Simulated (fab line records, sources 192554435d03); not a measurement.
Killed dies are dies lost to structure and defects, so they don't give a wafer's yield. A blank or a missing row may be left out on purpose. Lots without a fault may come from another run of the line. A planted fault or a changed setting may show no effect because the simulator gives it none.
Problem report in the 8D (eight disciplines) form, filled by code | flow n5_finfet | the parts of the form that need people (team, actions taken, sign-off) are left out

1. THE PROBLEM
overpolish_run_s at N5_BEOL_M10_CMP_52 reads a mean of 5.632 s on 3 wafers of 3 lots; wafers without a fault read 7.000 s with a standard deviation of 0.0084. That is -99 or more standard deviations from the usual mean.
The step: polishes, stops on SiCOH lowk, t overpolish 7 s, target thk 140 nm.
First seen on wafer L841.5, day 14 18:19, on cmp-01. The record holds 27 wafers of 10 lots with a number at this step. Rule for "out", or "out of limits": more than 4 standard deviations from the usual mean. The other wafers with a number count as sound.

2. WHAT IT IS AND WHAT IT IS NOT
question                    | is                                         | is not
which readings at this step | overpolish_run_s, barrier_field_endpoint_s | clearing_platen_down_force_psi, platen_rpm
which lots                  | L841, L843, L844                           | L833, L837, L847, L849, L852, L853, L854
which wafers of those lots  | L841.5, L843.6, L844.5                     | L841.3, L843.3, L844.2
read on which tools         | cmp-01, cmp-02, cmp-04                     | -
when                        | from day 14 18:19                          | up to then (7 sound wafers); but 17 sound wafers of L843, L844, L847, L849, L852, L853, L854 came after

3. SUSPECTS, AND WHAT RULES EACH OUT
Counting: a tool at a process step up to the reading stays a suspect if it ran every lot that is out. Sound lots after the first of them don't rule it out here, since some wafers of a struck lot are sound.
- pecvd-02 at N5_BEOL_M10_PECVD_70 (deposits SiO2 from TEOS/O2, target thk 20 nm, time 22.7 s): kept. It ran every lot that is out, first L841 (day 14 09:29); its last sound lot up to then is L837 (day 12 21:02).
- Within pecvd-02 at N5_BEOL_M10_PECVD_70: the wafers that are out ran in chamber 0; their sound lot-mates ran in chambers 1, 2.
Left after counting: pecvd-02 at N5_BEOL_M10_PECVD_70.

4. THE CAUSE (what the simulator had put in)
Process parameter drift: pecvd-02, from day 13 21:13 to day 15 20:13, at N5_BEOL_M10_PECVD_70. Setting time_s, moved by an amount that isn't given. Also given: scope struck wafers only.
Counting left only this tool.

5. THE CHAIN OF EFFECTS, in route order
Each row: a reading whose mean over the struck wafers that have a number lies more than 3 standard deviations from the usual. Only readings for which the record gives a usual standard deviation are gone through. hours: the time from each lot's start at the first step in this table that gives one to its start at this step, as a median over the lots. sigmas: the change in usual standard deviations.
hours | step               | reading                  | usual   | on struck wafers | change | sigmas
0     | N5_BEOL_M10_CMP_52 | barrier_field_endpoint_s | 29.1 s  | 41.3             | +12.2  | +16
0     | N5_BEOL_M10_CMP_52 | overpolish_run_s         | 7.000 s | 5.632            | -1.368 | -99 or more
The process steps in it:
- N5_BEOL_M10_CMP_52: polishes, stops on SiCOH lowk, t overpolish 7 s, target thk 140 nm.

6. WHAT WOULD HAVE CAUGHT IT SOONER
In this record the first reading out of limits was taken at day 14 18:19, 21 hours after the fault began at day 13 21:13.
Of the tool readings at N5_BEOL_M10_PECVD_70 for which the record gives a usual standard deviation, none was out on any struck wafer, so an alarm limit of 4 standard deviations on them would not have fired.
Of the lots that are out (3), L843, L844 began N5_BEOL_M10_PECVD_70 on pecvd-02 after day 14 18:19. A hold on the tool at that time would have spared those 2.
